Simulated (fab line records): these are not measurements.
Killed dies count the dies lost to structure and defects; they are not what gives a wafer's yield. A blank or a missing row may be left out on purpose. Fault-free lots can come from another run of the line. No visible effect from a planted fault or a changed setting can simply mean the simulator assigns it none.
fab line records | flow nandHarc
record: lots: 5 wafers: 15 lastDay: 32
route steps=1302 shown A_CONTACT@1035 END@1302
lots untouched by any fault: they come from a run of this same line in which no faults occurred
startH: hours from the record's first day to the start of the lot's first wafer shown | waitH: hours elapsed since this lot's preceding step | " unchanged from the row above | L1.1+2: one row covering several wafers at once | - no value present, or no start provided | * or withheld: withheld | < > ~ a bound
route shown NAME@n: NAME is a module with steps in the file, n the number in the route of the first one | usual: average and standard deviation across the fault-free wafers | same: alike in all rows | chamber/n: place in a boat | sites: the reading at each site | _std_site: the standard deviation of these | _edge_site: outer sites' mean less inner sites' | radiusMm: for every site, how far away it sits from the centre of the wafer | mask NAME#n: copy n | behind: the most recent tool/chamber to have shaped the wafer | hold: the reason the lot was held/the length of the hold in hours/how it ended | device: which transistor (n, p or np) failed to switch | end of line: the tests these same wafers got at the end of their route | step lacking rows: just its recipe | killed: dies lost to structure and defects at the first sort, not the wafer's yield | map: per-die view of a wafer (x killed, . not killed, _ where there is no die)
set.NAME: the run value of the setting; set.NAME@STEP: its run value at that earlier step | model.NAME: the simulator's own value behind a step, which no gauge read
lots at some steps of the route; a table a step, a row a wafer
services: the hour from which a tool's chamber was out of use, counted from the record's first day as startH (under 0 if before that day), plus the number of hours and why
== steps ==
step: NHARC_A_CONTACT_EBR_65
step: NHARC_A_CONTACT_EXPOSE_66
recipe: na: 1.35 sigmaOuter: 0.8 doseMj: 59.02 maskId: A_CC_2
step: NHARC_A_CONTACT_PEB_67
recipe: pebTempC: 100 pebTimeS: 65
step: NHARC_A_CONTACT_DEVELOP_68
recipe: developTimeS: 35 devTempC: 23
step: NHARC_A_CONTACT_CD_MEAS_69
recipe: targetCdNm: 300 landingEnergyEv: 500
usual: cdNm: 299.9/0.38
columns lot.wafer tool chamber startH waitH cdNm
L945.1 cdSem-02 0 508.63 - 299.7
L945.4 " 0 " " 299.8
L945.5 " 0 " " 300.2
L954.1 cdSem-01 0 587.17 - 300.8
L954.5 " 0 " " 300.6
L954.6 " 0 " " 300.1
L953.3 cdSem-03 0 590.37 - 299.8
L953.5 " 0 " " 299.6
L953.6 " 0 " " 299.7
L962.1 cdSem-03 0 674.12 - 299.7
L962.4 " 0 " " 300.2
L962.6 " 0 " " 300.4
L964.2 cdSem-03 0 705.28 - 300.0
L964.3 " 0 " " 300.2
L964.6 " 0 " " 299.4
step: NHARC_A_CONTACT_OVL_MEAS_70
usual: overlayXNm: -0.3/0.88 overlayYNm: 0.0/0.86
columns lot.wafer tool chamber startH waitH overlayXNm overlayYNm
L945.1 overlay-01 - 508.72 - 0.7 -0.1
L945.4 " - " " 0.4 0.4
L945.5 " - " " 1.0 0.1
L954.1 overlay-02 - 587.27 - 0.5 -0.3
L954.5 " - " " 0.4 -0.5
L954.6 " - " " 0.8 -0.4
L953.3 overlay-01 - 590.45 - -0.9 1.5
L953.5 " - " " -1.0 0.9
L953.6 " - " " -0.5 1.5
L962.1 overlay-02 - 674.21 - -0.2 1.6
L962.4 " - " " -1.6 2.5
L962.6 " - " " -1.0 2.0
L964.2 overlay-01 - 705.36 - -0.4 -1.2
L964.3 " - " " -0.2 -1.8
L964.6 " - " " 0.2 -1.6
step: NHARC_A_CONTACT_INSPECT_71
usual: rawDefectCount: 81/34
columns lot.wafer tool chamber startH waitH rawDefectCount
L945.1 defectInspect-02 - 508.75 0.0 99
L945.4 " - " " 86
L945.5 " - " " 89
L954.1 defectInspect-01 - 587.30 0.0 57
L954.5 " - " " 54
L954.6 " - " " 44
L953.3 defectInspect-02 - 590.49 0.0 30
L953.5 " - " " 43
L953.6 " - " " 39
L962.1 defectInspect-01 - 674.25 0.0 118
L962.4 " - " " 128
L962.6 " - " " 99
L964.2 defectInspect-01 - 705.40 0.0 80
L964.3 " - " " 87
L964.6 " - " " 99
step: NHARC_A_CONTACT_DESCUM_74
recipe: timeS: 3 o2FlowSccm: 200 arFlowSccm: 0 biasPowerW: 0 chemistry: O2
usual: drypumpMotorCurrentA: 5.8/0.43 oesProductAu: 0.999/0.008 rfVppV: 57.9/0.87 showerheadPlenumPTorr: 1.92/0.064 throttleValvePct: 11.311/0.0093
columns lot.wafer tool chamber startH waitH drypumpMotorCurrentA oesProductAu rfHoursCounterH rfVppV showerheadPlenumPTorr throttleValvePct
L945.1 rieDiel-12 0 508.83 0.1 5.0 1.014 16 58.2 1.85 11.302
L945.4 " 1 " " 5.5 0.994 13 58.5 1.95 11.322
L945.5 " 3 " " 6.1 0.994 - 57.0 1.85 11.297
L954.1 rieDiel-07 3 587.37 0.1 5.6 0.995 18 57.7 2.01 11.316
L954.5 " 2 " " 6.1 0.997 - 57.7 1.94 11.302
L954.6 " 3 " " 5.6 0.995 - 59.4 2.01 11.303
L953.3 rieDiel-12 2 590.55 0.1 5.4 0.981 39 57.2 1.96 11.309
L953.6 " 2 " " 5.4 0.989 - 56.0 1.96 11.322
L953.5 " 3 " " 6.1 0.993 - 56.9 1.84 11.311
L962.4 rieDiel-07 1 674.32 0.1 5.9 1.008 2 57.4 1.98 11.305
L962.1 " 2 " " 6.1 0.996 2 59.0 1.93 11.294
L962.6 " 3 " " 5.6 1.018 - 59.3 2.01 11.306
L964.2 rieDiel-07 0 705.48 0.1 6.3 0.996 8 57.9 1.81 11.314
L964.3 " 2 " " 6.1 1.001 7 58.1 1.93 11.333
L964.6 " 1 " " 5.9 0.999 - 57.9 1.98 11.300
step: NHARC_A_CONTACT_ETCH_75
recipe: targetDepthA: 390 overEtchFrac: 0.3 timeS: 65 ionEnergyEv: 80 cf4FlowSccm: 150 arFlowSccm: 0 rfW: 300 biasW: 100 chemistry: CF4
step: NHARC_A_CONTACT_ETCH_76
recipe: targetDepthA: 2600 overEtchFrac: 0.3 timeS: 475.3 ionEnergyEv: 200 n2FlowSccm: 150 h2FlowSccm: 150 arFlowSccm: 0 rfW: 400 biasW: 150 chemistry: N2/H2
usual: drypumpMotorCurrentA: 5.8/0.43 oesProductAu: 0.998/0.0082 rfVppV: 430.7/2.2 showerheadPlenumPTorr: 2.05/0.07 throttleValvePct: 14.171/0.0084
columns lot.wafer tool chamber startH waitH drypumpMotorCurrentA oesProductAu rfHoursCounterH rfVppV showerheadPlenumPTorr throttleValvePct
L945.4 rieDiel-12 3 - - 6.1 0.991 17 427.5 1.97 14.184
L945.1 " 0 " " 5.0 0.990 16 428.9 1.97 14.176
L945.5 " 0 " " 5.0 0.987 - 427.8 1.97 14.178
L954.1 rieDiel-07 1 - - 5.9 0.995 17 432.4 2.12 14.179
L954.6 " 1 " " 5.9 0.995 - 434.9 2.12 14.174
L954.5 " 2 " " 6.1 0.999 - 430.0 2.07 14.170
L953.3 rieDiel-12 3 - - 6.1 0.989 42 427.9 1.96 14.168
L953.5 " 0 " " 5.0 1.002 - 428.1 1.96 14.168
L953.6 " 1 " " 5.5 1.001 - 431.9 2.07 14.163
L962.4 rieDiel-07 2 - - 6.1 1.005 2 431.3 2.06 14.185
L962.1 " 3 " " 5.6 1.014 2 433.4 2.14 14.175
L962.6 " 1 " " 5.9 1.001 - 431.9 2.11 14.152
L964.2 rieDiel-07 2 - - 6.1 0.990 7 430.7 2.06 14.177
L964.3 " 0 " " 6.3 0.997 8 427.6 1.93 14.154
L964.6 " 3 " " 5.6 1.002 - 433.1 2.14 14.173
step: NHARC_A_CONTACT_ETCH_77
recipe: targetDepthA: 1089 timeS: 54.5 cf4FlowSccm: 100 chf3FlowSccm: 30 arFlowSccm: 0 rfW: 500 biasW: 200 chemistry: CF4/CHF3
step: NHARC_A_CONTACT_ETCH_78
recipe: targetDepthA: 53000 overEtchFrac: 0.3 timeS: 1378 ionEnergyEv: 150 o2FlowSccm: 400 cosFlowSccm: 20 arFlowSccm: 0 rfW: 500 biasW: 300 chemistry: O2/COS
step: NHARC_A_CONTACT_ETCH_124
recipe: sourceW: withheld pressureMtorr: 20 biasV: withheld timeS: 140 targetDepthA: 7000 arFlowSccm: withheld c4f8FlowSccm: withheld o2FlowSccm: withheld chemistry: C4F8/O2/Ar
columns lot.wafer tool chamber startH waitH rfHoursCounterH
L945.1 harCapEtch-02 1 510.38 - 91
L945.4 " 1 " " -
L945.5 " 1 " " -
L954.1 harCapEtch-02 1 588.94 - 110
L954.5 " 0 " " -
L954.6 " 1 " " -
L953.3 harCapEtch-01 1 592.16 - -
L953.5 " 1 " " -
L953.6 " 0 " " -
L962.1 harCapEtch-02 0 675.89 - 122
L962.4 " 1 " " -
L962.6 " 0 " " -
L964.2 harCapEtch-03 1 707.47 - 76
L964.3 " 1 " " -
L964.6 " 1 " " -
step: NHARC_A_CONTACT_ETCH_125
recipe: sourceW: withheld pressureMtorr: 20 biasV: 3000 timeS: 197 targetDepthA: 19180 arFlowSccm: withheld c4f8FlowSccm: withheld o2FlowSccm: withheld chemistry: C4F8/O2/Ar
step: NHARC_A_CONTACT_ETCH_126
recipe: sourceW: withheld pressureMtorr: 20 biasV: 3000 timeS: 197 targetDepthA: 19180 arFlowSccm: withheld c4f8FlowSccm: withheld o2FlowSccm: withheld chemistry: C4F8/O2/Ar
step: NHARC_A_CONTACT_ETCH_127
recipe: sourceW: withheld pressureMtorr: 20 biasV: 3000 timeS: 197 targetDepthA: 19180 arFlowSccm: withheld c4f8FlowSccm: withheld o2FlowSccm: withheld chemistry: C4F8/O2/Ar
step: NHARC_A_CONTACT_ETCH_128
recipe: sourceW: withheld pressureMtorr: 20 biasV: 3000 timeS: 197 targetDepthA: 19180 arFlowSccm: withheld c4f8FlowSccm: withheld o2FlowSccm: withheld chemistry: C4F8/O2/Ar
columns lot.wafer tool chamber startH waitH rfHoursCounterH
L945.1 harCapEtch-02 1 511.11 0.1 92
L945.4 " 1 " " -
L945.5 " 1 " " -
L954.1 harCapEtch-02 1 589.67 0.1 110
L954.5 " 0 " " -
L954.6 " 1 " " -
L953.3 harCapEtch-01 1 592.88 0.1 -
L953.5 " 1 " " -
L953.6 " 0 " " -
L962.1 harCapEtch-02 0 676.85 0.2 123
L962.4 " 1 " " -
L962.6 " 0 " " -
L964.2 harCapEtch-03 1 708.20 0.1 76
L964.3 " 1 " " -
L964.6 " 1 " " -
step: NHARC_A_CONTACT_ETCH_129
recipe: sourceW: withheld pressureMtorr: 20 biasV: 3000 timeS: 197 targetDepthA: 19180 arFlowSccm: withheld c4f8FlowSccm: withheld o2FlowSccm: withheld chemistry: C4F8/O2/Ar
step: NHARC_A_CONTACT_ETCH_130
recipe: sourceW: withheld pressureMtorr: 20 biasV: 3000 timeS: 197 targetDepthA: 19180 arFlowSccm: withheld c4f8FlowSccm: withheld o2FlowSccm: withheld chemistry: C4F8/O2/Ar
step: NHARC_A_CONTACT_ETCH_131
recipe: sourceW: withheld pressureMtorr: 20 biasV: 3000 timeS: 197 targetDepthA: 19180 arFlowSccm: withheld c4f8FlowSccm: withheld o2FlowSccm: withheld chemistry: C4F8/O2/Ar
step: NHARC_A_CONTACT_ETCH_132
recipe: sourceW: withheld pressureMtorr: 20 biasV: 3000 timeS: 197 targetDepthA: 19240 arFlowSccm: withheld c4f8FlowSccm: withheld o2FlowSccm: withheld chemistry: C4F8/O2/Ar
columns lot.wafer tool chamber startH waitH rfHoursCounterH
L945.1 harCapEtch-02 1 511.82 0.1 92
L945.4 " 1 " " -
L945.5 " 1 " " -
L954.1 harCapEtch-02 1 590.37 0.1 111
L954.5 " 0 " " -
L954.6 " 1 " " -
L953.3 harCapEtch-01 1 593.58 0.1 -
L953.5 " 1 " " -
L953.6 " 0 " " -
L962.1 harCapEtch-02 0 677.79 0.2 123
L962.4 " 1 " " -
L962.6 " 0 " " -
L964.2 harCapEtch-03 1 708.91 0.1 77
L964.3 " 1 " " -
L964.6 " 1 " " -
step: NHARC_A_CONTACT_ETCH_133
recipe: sourceW: withheld pressureMtorr: 20 biasV: 400 timeS: 374 targetDepthA: 16100 arFlowSccm: withheld c4f8FlowSccm: 11.5 o2FlowSccm: 7.2 chemistry: C4F8/O2/Ar
step: NHARC_A_CONTACT_ETCH_91
recipe: targetDepthA: 400 overEtchFrac: 0.5 timeS: 85.7 ionEnergyEv: 120 ch3fFlowSccm: 50 o2FlowSccm: 30 arFlowSccm: 200 rfW: 500 biasW: 100 chemistry: CH3F/O2
step: NHARC_A_CONTACT_ETCH_97
recipe: targetDepthA: 200 overEtchFrac: 0.5 timeS: 10 ionEnergyEv: 250 c4f6FlowSccm: 25 o2FlowSccm: 20 arFlowSccm: 500 rfW: 600 biasW: 500 chemistry: C4F6/O2
usual: drypumpMotorCurrentA: 5.8/0.45 oesProductAu: 0.953/0.018 rfVppV: 547.4/2.5 showerheadPlenumPTorr: 3.94/0.12 throttleValvePct: 26.904/0.0089
columns lot.wafer tool chamber startH waitH drypumpMotorCurrentA oesProductAu rfHoursCounterH rfVppV showerheadPlenumPTorr throttleValvePct
L945.1 rieDiel-12 3 - - 6.1 0.942 19 543.9 3.80 26.899
L945.4 " 0 " " 5.0 0.939 18 544.8 3.81 26.905
L945.5 " 2 " " 5.5 0.948 - 548.9 4.01 26.905
L954.1 rieDiel-07 2 - - 6.1 0.935 19 549.5 3.96 26.918
L954.6 " 2 " " 6.1 0.939 - 549.1 3.97 26.888
L954.5 " 3 " " 5.6 0.941 - 549.8 4.10 26.919
L953.3 rieDiel-11 1 - - 6.1 0.948 63 549.8 4.04 26.919
L953.5 " 3 " " 5.0 0.937 - 546.6 3.85 26.903
L953.6 " 0 " " 6.3 0.943 - 548.2 4.00 26.915
L962.1 rieDiel-07 1 - - 5.9 0.959 3 549.6 4.05 26.893
L962.4 " 0 " " 6.3 0.958 3 543.0 3.74 26.906
L962.6 " 2 " " 6.1 0.971 - 546.9 3.96 26.906
L964.2 rieDiel-07 0 - - 6.3 0.949 10 542.0 3.74 26.893
L964.3 " 3 " " 5.6 0.947 9 549.9 4.09 26.899
L964.6 " 1 " " 5.9 0.966 - 548.8 4.04 26.909
step: NHARC_A_CONTACT_CD_MEAS_80
usual: cdNm: 289.6/0.62
columns lot.wafer tool chamber startH waitH cdNm
L945.1 cdSem-02 - 512.96 - 289.5
L945.4 " - " " 289.7
L945.5 " - " " 289.6
L954.1 cdSem-02 - 591.51 - 289.1
L954.5 " - " " 288.8
L954.6 " - " " 288.9
L953.3 cdSem-02 - 594.70 - 288.7
L953.5 " - " " 288.9
L953.6 " - " " 288.9
L962.1 cdSem-03 - 679.17 - 288.5
L962.4 " - " " 288.8
L962.6 " - " " 288.8
L964.2 cdSem-02 - 710.07 - 289.7
L964.3 " - " " 290.0
L964.6 " - " " 289.7
step: NHARC_A_CONTACT_STRIP_103
recipe: n2FlowSccm: 150 h2FlowSccm: 150 arFlowSccm: 0 biasW: 0 chemistry: N2/H2
step: NHARC_A_CONTACT_STRIP_104
recipe: cf4FlowSccm: 100 chf3FlowSccm: 30 arFlowSccm: 0 biasW: 0 chemistry: CF4/CHF3
step: NHARC_A_CONTACT_STRIP_105
recipe: o2FlowSccm: 400 cosFlowSccm: 20 arFlowSccm: 0 biasW: 0 chemistry: O2/COS
step: NHARC_A_CONTACT_ETCH_106
recipe: targetDepthA: 900 overetchA: 90 timeS: 49.5 ionEnergyEv: 100 cf4FlowSccm: 80 o2FlowSccm: 20 arFlowSccm: 0 rfW: 300 biasW: 100 chemistry: CF4/O2
step: NHARC_A_CONTACT_STRIP_82
recipe: o2FlowSccm: 500 arFlowSccm: 0 biasW: 0 chemistry: O2
step: NHARC_A_CONTACT_STRIP_83
recipe: timeS: 600 tempC: 30 chemistry: postEtchResidueRemover
step: NHARC_A_CONTACT_DEP_84
recipe: targetThkA: 28000 tempC: 400 material: aC
step: NHARC_A_CONTACT_DEP_85
recipe: targetThkA: 600 targetThkNm: 60 tempC: 400 pressureTorr: 3.5 flowSccm: 200 rfW: 350 material: SiON
step: NHARC_A_CONTACT_DEHYDRATE_00
recipe: tempC: 150 timeS: 120
step: NHARC_A_CONTACT_HMDS_01
recipe: timeS: 30
step: NHARC_A_CONTACT_COAT_86
recipe: tempC: 260 timeS: 75
step: NHARC_A_CONTACT_COAT_87
recipe: tempC: 225 timeS: 65
step: NHARC_A_CONTACT_COAT_02
recipe: spinRpm: 1500 resistThkNm: 90
step: NHARC_A_CONTACT_SOFTBAKE_03
recipe: tempC: 105 timeS: 55
step: NHARC_A_CONTACT_EBR_04
step: NHARC_A_CONTACT_EXPOSE_05
recipe: na: 1.35 sigmaOuter: 0.8 doseMj: 84.24 maskId: A_CC
step: NHARC_A_CONTACT_PEB_06
recipe: pebTempC: 100 pebTimeS: 65
step: NHARC_END_SORT_01
recipe: tempC: 25
usual: killedAtArray: 58/15 killedAtOther: 0.8/1.2 killedAtPeriphery: 3.5/2.5 killedDies: 62/15 killedOpen: 3.2/1.7 killedShort: 2.4/1.5
same: grossDies: 677
columns lot.wafer tool chamber startH waitH killedAtArray killedAtOther killedAtPeriphery killedDies killedOpen killedShort
L954.1 prober-01 0 647.18 2.5 49 1 4 54 6 0
L954.5 prober-01 0 650.37 3.7 41 0 6 47 6 2
L954.6 prober-01 0 651.17 4.0 39 1 6 46 2 0
L962.1 prober-02 0 733.34 2.5 105 1 6 112 4 3
L962.4 prober-02 0 735.68 3.3 137 0 3 140 4 2
L962.6 prober-02 0 737.24 3.9 117 0 0 117 3 3
L964.2 prober-02 0 773.36 2.8 53 0 0 53 1 1
L964.3 prober-02 0 774.16 3.1 68 0 2 70 3 2
L964.6 prober-02 0 776.58 4.0 73 0 0 73 1 0
killed by level:class
L954.1 A_SLIT:chamberFilmFlake=30 A_CHANNEL_HOLE_D1:chamberFilmFlake=6 P_M2:chamberFilmFlake=2 A_DECK1_JOINT:chamberFilmFlake=2 A_STAIRCASE:chamberFilmFlake=2 A_CONTACT:chamberFilmFlake=2 A_M0:chamberFilmFlake=2 P_CONTACT:geometricParticle:open=1
L954.5 A_SLIT:chamberFilmFlake=28 P_M2:chamberFilmFlake=3 A_CHANNEL_FILL_D2:geometricParticle:open=2 A_STAIRCASE:chamberFilmFlake=2 A_WL_FILL:chamberFilmFlake=2 P_GATE:geometricParticle:open=1 P_CONTACT:geometricParticle:short=1 P_M0:geometricParticle:open=1
L954.6 A_SLIT:chamberFilmFlake=19 A_CHANNEL_HOLE_D1:chamberFilmFlake=9 A_CONTACT:chamberFilmFlake=5 P_M2:chamberFilmFlake=3 P_M1:chamberFilmFlake=2 A_STAIRCASE:chamberFilmFlake=2 P_M0:geometricParticle:open=1 A_CHANNEL_FILL_D2:geometricParticle:open=1
L962.1 A_CONTACT:unspecified=43 A_SLIT:chamberFilmFlake=21 A_CHANNEL_HOLE_D2:chamberFilmFlake=15 A_CHANNEL_HOLE_D1:chamberFilmFlake=11 A_CHANNEL_FILL_D2:chamberFilmFlake=5 A_STAIRCASE:chamberFilmFlake=3 A_CONTACT:chamberFilmFlake=3 A_WL_FILL:geometricParticle:short=2
L962.4 A_CONTACT:unspecified=73 A_SLIT:chamberFilmFlake=30 A_CHANNEL_HOLE_D2:chamberFilmFlake=13 A_CHANNEL_HOLE_D1:chamberFilmFlake=8 A_CONTACT:chamberFilmFlake=4 A_CHANNEL_FILL_D2:chamberFilmFlake=3 P_CONTACT:geometricParticle:open=1 A_CHANNEL_FILL_D1:geometricParticle:open=1
L962.6 A_CONTACT:unspecified=41 A_SLIT:chamberFilmFlake=27 A_CHANNEL_HOLE_D2:chamberFilmFlake=21 A_CHANNEL_HOLE_D1:chamberFilmFlake=8 A_CONTACT:chamberFilmFlake=6 A_STAIRCASE:chamberFilmFlake=4 A_ZERO_WELL:chamberFilmFlake=2 A_ONON_D1:geometricParticle:open=1
L964.2 A_SLIT:chamberFilmFlake=26 A_CHANNEL_HOLE_D1:chamberFilmFlake=9 A_CHANNEL_HOLE_D2:chamberFilmFlake=7 A_CHANNEL_FILL_D1:chamberFilmFlake=4 A_CONTACT:chamberFilmFlake=3 A_CHANNEL_HOLE_D2:geometricParticle:short=1 A_M0:geometricParticle:open=1 A_ZERO_WELL:chamberFilmFlake=1
L964.3 A_SLIT:chamberFilmFlake=38 A_CHANNEL_HOLE_D1:chamberFilmFlake=15 A_CHANNEL_HOLE_D2:chamberFilmFlake=4 A_CHANNEL_FILL_D1:chamberFilmFlake=3 A_WL_FILL:geometricParticle:open=2 P_ZERO_WELL:chamberFilmFlake=2 A_CONTACT:chamberFilmFlake=2 A_CHANNEL_FILL_D1:geometricParticle:short=1
L964.6 A_SLIT:chamberFilmFlake=43 A_CHANNEL_HOLE_D1:chamberFilmFlake=14 A_CHANNEL_HOLE_D2:chamberFilmFlake=6 A_CHANNEL_FILL_D1:chamberFilmFlake=2 A_CHANNEL_FILL_D2:chamberFilmFlake=2 A_WL_FILL:chamberFilmFlake=2 A_CONTACT:chamberFilmFlake=2 A_ONON_D1:geometricParticle:open=1
map L962.4 (x killed, . not)
____________x____________
_________......._________
_______..........._______
______.............______
_____..............._____
____.................____
____.................____
___..................x___
___...................___
__...x.x..............x__
__..x...............xx.__
_................x....x._
_.........x.......x....._
_..........x............_
_.................x....._
_......................._
.........................
.......x.x...............
...........x.............
.........................
............x....x.x.....
_..........xxxxxxx.x...._
_........x.xxx.xxxxx...._
_.......xxxxxxxxxxx....._
_....x..xxxxxx.xxxxxxx.._
_.........xxxxxxxxxxx..._
__......xxxxxxxxxxxx...__
__......xxxxxxxxxxxx...__
___.....xxxxxxxxxxxx..___
___......xxxxxxxxxxxx.___
____.....xx.xx.xxxxx.____
____......x...x.xx.x.____
_____.......x..xxx.._____
______..........x..______
_______..........._______
_________......._________
____________.____________
map L945.4 (x killed, . not)
____________.____________
_________......._________
_______..x........_______
______...........x.______
_____..............._____
____.................____
____.................____
___...................___
___.......x.xx........___
__............x........__
__.x..........x.x......__
_..........x.xxx......x._
_..........xxx.x.x......_
_...........x..........._
_....x.....xx.xx........_
_....x....x............._
.........................
x...........x............
.........................
x....x...................
.........................
_............x.........._
_......................._
_........xx............._
_.......x.x............._
_.........x...x........._
__.......x.............__
__.....x..x.x......x...__
___....xxxxx.x........___
___....xx.xxxx........___
____.....xxxx....x...____
____..x..xxxx........____
_____.....xxx.x....._____
______.....xx......______
_______..x..x....._______
_________..x...._________
____________.____________
== services ==
columns tool chamber startH hours kind
rieDiel-11 2 488.06 1.5 repair
harCapEtch-01 - 497.00 17.0 pm
harCapEtch-03 - 497.54 0.5 repair
rieDiel-07 0 504.81 - clean
rieDiel-07 1 504.81 - clean
rieDiel-07 2 504.81 - clean
rieDiel-07 3 504.81 - clean
rieDiel-07 0 529.31 - clean
rieDiel-07 1 529.31 - clean
rieDiel-07 2 529.31 - clean
rieDiel-07 3 529.31 - clean
rieDiel-07 0 553.83 - clean
rieDiel-07 1 553.83 - clean
rieDiel-12 3 562.56 6.0 repair
rieDiel-11 3 579.65 3.0 repair
rieDiel-11 - 609.54 9.0 pm
harCapEtch-01 - 610.08 0.4 repair
rieDiel-12 - 622.57 9.0 pm
harCapEtch-01 - 630.10 2.5 repair
rieDiel-07 - 648.31 9.0 pm
harCapEtch-03 - 654.22 0.4 repair
rieDiel-11 1 673.45 4.3 repair
rieDiel-12 - 693.04 1.3 repair
rieDiel-11 0 705.57 9.4 repair
== key ==
firstSign: step: NHARC_END_SORT_01 reading: killedDies direction: up sigmas: 4.1 usual: 62 struck: 123
effect: step: NHARC_END_SORT_01 reading: killedAtArray direction: up sigmas: 4 usual: 58 struck: 120
moreKillsBornAt: NHARC_A_CONTACT_ETCH_124@harCapEtch-02: 151
metAt NHARC_A_CONTACT_ETCH_124
struckWafers L962.1,L962.4,L962.6
testerLeftOut L962
onsetBetween 588.94 675.89
alsoFits NHARC_A_CONTACT_ETCH_128:harCapEtch-02,NHARC_A_CONTACT_ETCH_132:harCapEtch-02
fault: kind: chamberParticleSource tool: harCapEtch-02 chamber: - onsetH: 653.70 steps: NHARC_A_CONTACT_ETCH_124 ratePerVisitCm2: 0.68384 endH: 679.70
testerLeftOut: of these lots the tester's yield and bins aren't shown, on N5 and GAA mostly nor the transistor test; their killed dies are dies lost to structure and defects alone, not to doping, threshold or leakage, so they don't give the yield
